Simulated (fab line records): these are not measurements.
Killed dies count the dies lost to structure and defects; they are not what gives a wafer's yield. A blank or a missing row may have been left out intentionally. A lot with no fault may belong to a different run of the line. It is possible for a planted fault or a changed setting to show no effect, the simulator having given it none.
Lot-split experiment -- flow n5_finfet -- 21 wafers read from 7 lots, route of 1938 steps

## THE SPLIT
At N5_FIN_CUT_COAT_29 (time 60 s, resist thk 10 nm), the setting spin_rpm was moved away from the recipe's 1500 rpm on 6 of the 21 wafers read, by -9.1% to +8.5%. This setting was run at the recipe's value on the other wafers.

## FROM THE SPLIT TO THE READING: what the file shows between them, 4 steps
- N5_FIN_CUT_COAT_02: resist thk 30 nm
- N5_FIN_CUT_EBR_04
- N5_FIN_CUT_DESCUM_13: chemistry O2, time 7 s
- N5_FIN_CUT_ETCH_30: etches underlayer in N2/H2, target depth 13 nm, time 10.4 s

## THE READING
underlayer_of_FIN_CUT_COAT_29.thk_nm (the simulator's own value, which no gauge read), in nm, at N5_FIN_CUT_ETCH_20 (etches SiARC in CF4, target depth 26 nm, time 43.3 s). The file does not state a usual value for it. Average 9.3 nm, standard deviation 0.094 nm, over the 15 wafers here run with the recipe.

wafer,"tool, chamber at the split","spin_rpm as run, rpm",against the recipe,"underlayer_of_FIN_CUT_COAT_29.thk_nm, nm",against lot-mates on the recipe
L074.1,"litho_track-05, 0",1606,+7.1%,9,-0.2
L074.4,"litho_track-05, 0",1606,+7.1%,9,-0.2
L074.2,"litho_track-05, 0",1500,recipe,9.2,-
L075.2,"litho_track-05, 0",1500,recipe,9.4,-
L075.6,"litho_track-05, 0",1500,recipe,9.4,-
L075.4,"litho_track-05, 0",1415,-5.7%,9.6,+0.2
L082.2,"litho_track-03, 0",1628,+8.5%,9,-0.4
L082.3,"litho_track-03, 0",1500,recipe,9.4,-
L082.4,"litho_track-03, 0",1500,recipe,9.4,-
L085.2,"litho_track-03, 0",1364,-9.1%,9.8,+0.5
L085.4,"litho_track-03, 0",1500,recipe,9.2,-
L085.5,"litho_track-03, 0",1500,recipe,9.4,-
L088.2,"litho_track-03, 0",1500,recipe,9.4,-
L088.6,"litho_track-03, 0",1500,recipe,9.4,-
L088.4,"litho_track-03, 0",1500,recipe,9.2,-
L091.1,"litho_track-05, 0",1500,recipe,9.4,-
L091.2,"litho_track-05, 0",1500,recipe,9.4,-
L091.6,"litho_track-05, 0",1500,recipe,9.4,-
L097.2,"litho_track-03, 0",1500,recipe,9.2,-
L097.4,"litho_track-03, 0",1500,recipe,9.2,-
L097.5,"litho_track-03, 0",1399,-6.7%,9.6,+0.4

THE FIT
A straight line over all 21 wafers: underlayer_of_FIN_CUT_COAT_29.thk_nm changes by -0.0454 nm for each +1% of spin_rpm; r = -0.91; the points scatter about the line by 0.086 nm.
The same after taking each lot's own level away (the mean of its wafers on the recipe; 21 wafers): -0.044 nm for each +1%; r = -0.94; scatter 0.069 nm.
According to that fit, moving spin_rpm by its largest amount changes the reading by 0.4 nm.
The span of the lots' own levels, 9.20 to 9.40 nm, comes to 2.1 times the standard deviation stated above.
The two slopes are in agreement: the lot-to-lot level therefore moves the slope only a little.
Check: +0.38 nm against its lot-mates is what the line predicts for one of the wafers moved furthest among these (-9.1%) when that wafer is left out of the fit. Against them it came out at +0.5 nm.

## ADDITIONAL SPLITS CARRIED BY THESE WAFERS
These wafers also went through other splits before the reading. Each is held against what the fit with the lots' levels taken away leaves over:
other split on the same wafers,wafers away from the commonest value,r with underlayer_of_FIN_CUT_COAT_29.thk_nm (lot level and that fit taken away)
N5_WELL_APT_PEB_06 peb_temp_c,3,-0.18
N5_WELL_APT_DEVELOP_07 develop_time_s,5,+0.02
N5_PMOS_HMC_CHANNEL_EPI_EXPOSE_06 dose_mj,7,-0.11

## THE WHOLE CHAIN: every reading that the file lists as answering this split, in the file's order
step,what it does,reading,change (the file's fit),r (the file's)
N5_FIN_CUT_COAT_29,"time 60 s, resist thk 10 nm","underlayer_of_FIN_CUT_COAT_29.thk_nm (the simulator's own value, which no gauge read)",-0.0525 nm for each +1% of the setting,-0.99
N5_FIN_CUT_ETCH_30,"etches underlayer in N2/H2, target depth 13 nm, time 10.4 s","etch.depth_nm (the simulator's own value, which no gauge read)",-0.049 nm for each +1% of the setting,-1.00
N5_FIN_CUT_ETCH_30,"etches underlayer in N2/H2, target depth 13 nm, time 10.4 s","CAR-EUV_of_FIN_CUT_COAT_02.thk_nm (the simulator's own value, which no gauge read)",+0.0593 nm for each +1% of the setting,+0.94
N5_FIN_CUT_ETCH_20,"etches SiARC in CF4, target depth 26 nm, time 43.3 s","underlayer_of_FIN_CUT_COAT_29.thk_nm (the simulator's own value, which no gauge read)",-0.0467 nm for each +1% of the setting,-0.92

## FILE'S OWN FIT
underlayer_of_FIN_CUT_COAT_29.thk_nm changes by -0.0467 nm for each +1% of spin_rpm, r = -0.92.
